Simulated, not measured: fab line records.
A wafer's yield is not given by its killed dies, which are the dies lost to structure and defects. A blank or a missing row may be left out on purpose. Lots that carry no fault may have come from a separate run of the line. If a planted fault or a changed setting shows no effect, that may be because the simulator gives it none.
Matching of chambers | flow nandHarc | NHARC_P_GATE_ETCH_32 on rieSi-01: 4 sister chambers
The step etches the open film in HBr/Cl2, target depth 150 nm, time 100.1 s. 16 wafers are shown with their chamber, then 8 later ones without.

WAFERS WITH THEIR CHAMBER
wafer  | chamber | drypumpMotorCurrentA (A) | oesProductAu (a.u.) | throttleValvePct (%)
L074.2 | 2       | 5.4                      | 0.997               | 26.414
L074.4 | 2       | 5.4                      | 0.993               | 26.420
L074.6 | 1       | 5.5                      | 1.002               | 26.403
L075.1 | 2       | 5.4                      | 0.981               | 26.391
L075.3 | 3       | 5.8                      | 0.989               | 26.393
L075.6 | 2       | 5.4                      | 0.995               | 26.408
L084.2 | 0       | 6.1                      | 1.016               | 26.413
L084.3 | 1       | 5.5                      | 1.011               | 26.410
L084.5 | 3       | 5.8                      | 0.978               | 26.404
L087.1 | 0       | 6.1                      | 1.021               | 26.402
L087.5 | 0       | 6.1                      | 1.013               | 26.406
L087.6 | 3       | 5.7                      | 0.993               | 26.419
L089.2 | 3       | 5.8                      | 0.969               | 26.411
L089.5 | 3       | 5.8                      | 0.982               | 26.394
L089.6 | 1       | 5.5                      | 1.000               | 26.422
L091.2 | 1       | 5.5                      | 1.019               | 26.400

SIGNATURES (means of the wafers above)
reading              | chamber 0 | chamber 1 | chamber 2 | chamber 3 | scatter within a chamber
drypumpMotorCurrentA | 6.100     | 5.500     | 5.400     | 5.780     | 0.0258
oesProductAu         | 1.01667   | 1.00800   | 0.99150   | 0.98220   | 0.00802
throttleValvePct     | 26.40700  | 26.40875  | 26.40825  | 26.40420  | 0.0105
Rule: for a wafer and a chamber, the distance is found by dividing, reading by reading, the gap between the wafer's reading and the chamber's mean by the reading's scatter, squaring, summing and taking the root. The wafer belongs to the nearest chamber; if the next one is less than 2 further off, it can't be placed. The scatter: the root of (the sum of the squares of (reading less its chamber's mean) over the shown wafers, divided by (wafers less chambers)).

WAFERS WITH NO CHAMBER GIVEN
wafer  | drypumpMotorCurrentA (A) | oesProductAu (a.u.) | throttleValvePct (%)
L091.4 | 6.2                      | 1.013               | 26.403
L091.6 | 5.4                      | 0.991               | 26.407
L093.1 | 5.8                      | 0.971               | 26.401
L093.2 | 5.5                      | 1.011               | 26.416
L093.6 | 5.7                      | 0.969               | 26.409
L096.1 | 5.5                      | 1.013               | 26.430
L096.4 | 5.4                      | 0.989               | 26.428
L096.5 | 6.2                      | 1.016               | 26.411

CHAMBER TAKEN BY EACH
wafer  | from the rows above | in truth
L091.4 | 0                   | 0
L091.6 | 2                   | 2
L093.1 | 3                   | 3
L093.2 | 1                   | 1
L093.6 | 3                   | 3
L096.1 | 1                   | 1
L096.4 | 2                   | 2
L096.5 | 0                   | 0
Correct placement for 8 of the 8. Left unplaced by these rows: 0. Placed wrongly: 0.
